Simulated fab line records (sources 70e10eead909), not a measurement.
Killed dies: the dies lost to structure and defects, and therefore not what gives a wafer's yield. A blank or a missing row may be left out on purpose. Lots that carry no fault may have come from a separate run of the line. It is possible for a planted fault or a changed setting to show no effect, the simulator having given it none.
Which tool was responsible?    flow nand-harc    12 lots with 36 wafers sampled at 5 steps, on a route of 1159 steps

## WHAT EACH GAUGE READ, for each wafer
NHARC_END_SORT_01.
lot   measured      on         killed-at-array  killed-at-other  killed-at-periphery  killed-dies  killed-open  killed-short
L705  day 20 03:33  prober-01  18 21 18         0 0 3            2 5 3                20 26 24     3 1 2        2 2 3
L710  day 21 00:33  prober-01  23 27 30         0 0 0            4 5 5                27 32 35     3 5 4        2 1 2
L709  day 21 10:34  prober-01  34 27 19         2 1 1            3 7 6                39 35 26     4 4 3        4 4 0
L711  day 21 21:05  prober-02  18 18 11         0 0 0            4 0 2                22 18 13     4 5 3        2 1 3
L713  day 21 21:49  prober-01  22 17 27         0 2 1            3 3 0                25 22 28     1 2 2        2 3 2
L714  day 22 13:51  prober-02  25 20 32         0 0 1            8 6 6                33 26 39     1 4 6        1 1 0
L718  day 22 11:24  prober-01  17 31 24         0 0 1            4 5 4                21 36 29     3 0 4        1 2 2
L719  day 24 01:24  prober-01  35 674 39        3 1 3            1 2 1                39 677 43    3 6 1        1 0 2
L723  day 23 17:34  prober-01  48 675 676       0 0 0            4 2 1                52 677 677   3 2 1        2 1 4
L724  day 24 09:18  prober-01  16 13 14         0 0 0            2 1 2                18 14 16     2 1 1        3 4 1
L726  day 24 22:44  prober-02  50 33 57         1 3 2            2 3 2                53 39 61     3 2 5        2 3 1
L728  day 25 00:58  prober-01  28 46 39         2 0 2            5 1 3                35 47 44     6 2 5        3 3 1

## TOOL THAT RAN EACH LOT (tool first, then ch and the chambers of the sampled wafers, then the start)
lot   NHARC_A_CONTACT_CVD_19                    NHARC_A_BLC_ETCH_17                 NHARC_A_BLC_ETCH_18                            NHARC_A_BLC_STRIP_29
L705  cvd-w-01 ch 1, day 17 19:13 or earlier    rie-diel-08 ch 0,3, day 17 19:13    rie-diel-08 ch 1,2, day 17 20:06 or earlier    rie-diel-04 ch 0,1, day 17 20:06
L710  cvd-w-01 ch 0,1, day 18 21:27 or earlier  rie-diel-04 ch 1,2, day 18 21:27    rie-diel-04 ch 0,2, day 18 22:29 or earlier    rie-diel-08 ch 0,1,2, day 18 22:29
L709  cvd-w-02 ch 0,1, day 19 07:16 or earlier  rie-diel-04 ch 0,1,3, day 19 07:16  rie-diel-04 ch 0,1, day 19 08:00 or earlier    rie-diel-04 ch 1,2, day 19 08:00
L711  cvd-w-01 ch 0,1, day 19 22:30 or earlier  rie-diel-04 ch 2,3, day 19 22:30    rie-diel-04 ch 0,3, day 19 23:23 or earlier    rie-diel-08 ch 0,2,3, day 19 23:23
L713  cvd-w-02 ch 0,1, day 20 01:42 or earlier  rie-diel-04 ch 0,3, day 20 01:42    rie-diel-04 ch 0,1, day 20 02:35 or earlier    rie-diel-04 ch 2,3, day 20 02:35
L714  cvd-w-02 ch 0,1, day 20 08:28 or earlier  rie-diel-08 ch 0,2, day 20 08:28    rie-diel-08 ch 0,2,3, day 20 09:08             rie-diel-04 ch 0,1,3, day 20 09:33
L718  cvd-w-01 ch 0,1, day 20 12:44 or earlier  rie-diel-08 ch 0,2, day 20 12:44    rie-diel-08 ch 0,2,3, day 20 13:42 or earlier  rie-diel-08 ch 0,3, day 20 13:42
L719  cvd-w-02 ch 0,1, day 21 16:52 or earlier  rie-diel-04 ch 0,2,3, day 21 16:52  rie-diel-04 ch 0,3, day 21 17:44 or earlier    rie-diel-04 ch 0,1, day 21 17:44
L723  cvd-w-01 ch 0,1, day 21 20:36 or earlier  rie-diel-04 ch 0,2, day 21 20:36    rie-diel-04 ch 1,3, day 21 21:26 or earlier    rie-diel-04 ch 0,2, day 21 21:26
L724  cvd-w-01 ch 0,1, day 22 02:35 or earlier  rie-diel-08 ch 0,2,3, day 22 02:35  rie-diel-08 ch 1,2,3, day 22 03:26 or earlier  rie-diel-08 ch 1,2,3, day 22 03:26
L726  cvd-w-01 ch 0,1, day 22 22:47 or earlier  rie-diel-08 ch 0,2, day 22 22:47    rie-diel-08 ch 0,3, day 22 23:38 or earlier    rie-diel-04 ch 0,1, day 22 23:38
L728  cvd-w-01 ch 0,1, day 23 01:14 or earlier  rie-diel-08 ch 1,2,3, day 23 01:14  rie-diel-08 ch 0,1,3, day 23 02:07 or earlier  rie-diel-04 ch 0,2,3, day 23 02:07
- NHARC_A_CONTACT_CVD_19: deposits W, target thk 300 nm, time 802 s.
- NHARC_A_BLC_ETCH_17: etches the open film in N2/H2, target depth 390 nm, time 609.38 s.
- NHARC_A_BLC_ETCH_18: etches the open film in C4F8/O2/Ar, target depth 910 nm.
- NHARC_A_BLC_STRIP_29: strips in CF4.

## AS READ BY THE TOOLS THEMSELVES (means over the sampled wafers that have a number; for cases with no such wafer, the mark the record gives instead)
NHARC_A_CONTACT_CVD_19.
lot   tool      chamber-pressure-Torr (Torr)  heater-power-w (W)  throttle-valve-pct (%)
L705  cvd-w-01  40.02                         442                 7.4
L710  cvd-w-01  40.05                         535                 8.0
L709  cvd-w-02  39.89                         419                 7.7
L711  cvd-w-01  39.95                         544                 8.1
L713  cvd-w-02  40.08                         405                 8.1
L714  cvd-w-02  40.03                         424                 7.7
L718  cvd-w-01  39.95                         540                 8.1
L719  cvd-w-02  39.99                         411                 8.1
L723  cvd-w-01  39.99                         493                 7.8
L724  cvd-w-01  39.98                         544                 8.1
L726  cvd-w-01  39.96                         492                 8.0
L728  cvd-w-01  39.93                         494                 7.8

NHARC_A_BLC_ETCH_17.
lot   tool         drypump-motor-current-A (A)  oes-product-au (a.u.)  rf-vpp-V (V)  showerhead-plenum-p-Torr (Torr)  throttle-valve-pct (%)
L705  rie-diel-08  5.9                          0.989                  432.3         2.12                             14.177
L710  rie-diel-04  5.5                          0.996                  430.1         2.04                             14.179
L709  rie-diel-04  6.1                          1.009                  427.2         1.94                             14.170
L711  rie-diel-04  5.8                          1.003                  431.1         2.04                             14.156
L713  rie-diel-04  6.4                          0.999                  427.9         1.94                             14.171
L714  rie-diel-08  5.4                          0.993                  431.6         2.10                             14.178
L718  rie-diel-08  5.7                          0.989                  431.5         2.06                             14.165
L719  rie-diel-04  6.0                          0.935                  429.5         1.99                             14.174
L723  rie-diel-04  5.7                          0.875                  429.3         2.00                             14.171
L724  rie-diel-08  5.7                          0.996                  432.5         2.10                             14.170
L726  rie-diel-08  5.7                          1.006                  430.7         2.06                             14.167
L728  rie-diel-08  5.7                          1.000                  431.9         2.11                             14.177

NHARC_A_BLC_ETCH_18.
lot   tool         oes-product-au (a.u.)  rf-vpp-V (V)
L705  rie-diel-08  0.968                  980
L710  rie-diel-04  0.959                  979
L709  rie-diel-04  0.926                  973
L711  rie-diel-04  0.925                  971
L713  rie-diel-04  0.971                  972
L714  rie-diel-08  0.931                  982
L718  rie-diel-08  0.922                  983
L719  rie-diel-04  0.967                  971
L723  rie-diel-04  0.944                  972
L724  rie-diel-08  0.977                  981
L726  rie-diel-08  0.966                  982
L728  rie-diel-08  0.971                  981

NHARC_A_BLC_STRIP_29.
lot   tool         drypump-motor-current-A (A)  oes-product-au (a.u.)  rf-vpp-V (V)  showerhead-plenum-p-Torr (Torr)  throttle-valve-pct (%)
L705  rie-diel-04  5.7                          1.000                  58.6          1.69                             13.286
L710  rie-diel-08  5.8                          0.986                  58.9          1.79                             13.290
L709  rie-diel-04  5.5                          0.995                  59.8          1.72                             13.281
L711  rie-diel-08  5.6                          0.991                  59.5          1.82                             13.274
L713  rie-diel-04  6.2                          0.999                  60.5          1.73                             13.288
L714  rie-diel-04  6.0                          0.994                  59.0          1.69                             13.282
L718  rie-diel-08  6.0                          0.992                  58.1          1.79                             13.285
L719  rie-diel-04  5.7                          0.997                  58.8          1.69                             13.287
L723  rie-diel-04  5.7                          0.993                  59.5          1.73                             13.291
L724  rie-diel-08  5.7                          0.997                  59.4          1.82                             13.286
L726  rie-diel-04  5.8                          0.997                  59.3          1.69                             13.286
L728  rie-diel-04  6.0                          1.000                  58.5          1.73                             13.287

## THE ANSWER, worked out from the rows above alone
Rule: usual is defined by the lots themselves. The widest of any qualifying gaps counts: lots, ordered by their means at a reading, are off when they make up no more than a third of the lots, leave a main group of 4 or more, and stand apart from it by 3 or more times the standard deviation of that group's means. Not used: any main group whose means are identical at the precision the tables above print for the reading. A lot without any number at a reading at which 4 lots or more have one is off too. The other lots that the step has rows for count as sound. The gauges are gone through in route order, then the tools' own readings, and for those a lot's mean is taken as printed above. At the first step where some lot is off, the reading lying furthest off is the one used; lots without a number count as furthest.
Off, at NHARC_END_SORT_01 on killed-at-array: L719, L723. The main group: mean 26, standard deviation 9.4.
A tool fits if, at a process step before that reading, it ran every lot that is off, and no sound lot after the first of them. The gauges at NHARC_END_SORT_01 aren't tried: what is off there is off at NHARC_A_BLC_ETCH_17 too, on other tools, and a gauge's error can't cause that. With no start given for some of its lots, NHARC_A_CONTACT_CVD_19 uses the hours and lot order of NHARC_A_BLC_ETCH_17. With no start given for some of its lots, NHARC_A_BLC_ETCH_18 uses the hours and lot order of NHARC_A_BLC_STRIP_29. One fits: rie-diel-04 at NHARC_A_BLC_ETCH_17 and NHARC_A_BLC_ETCH_18. At NHARC_A_BLC_ETCH_17 its last sound lot is L713 (day 20 01:42), its first lot that is off L719 (day 21 16:52): a fault that began between those two fits.
On the lots that are off, the tool's own readings at NHARC_A_BLC_ETCH_17 differ by more than 5 times the standard deviation of the sound lots' means, which bears it out; oes-product-au reads 0.905 a.u. there versus 0.998 a.u. on the sound lots.

## WHAT THE SIMULATOR HAD INSERTED
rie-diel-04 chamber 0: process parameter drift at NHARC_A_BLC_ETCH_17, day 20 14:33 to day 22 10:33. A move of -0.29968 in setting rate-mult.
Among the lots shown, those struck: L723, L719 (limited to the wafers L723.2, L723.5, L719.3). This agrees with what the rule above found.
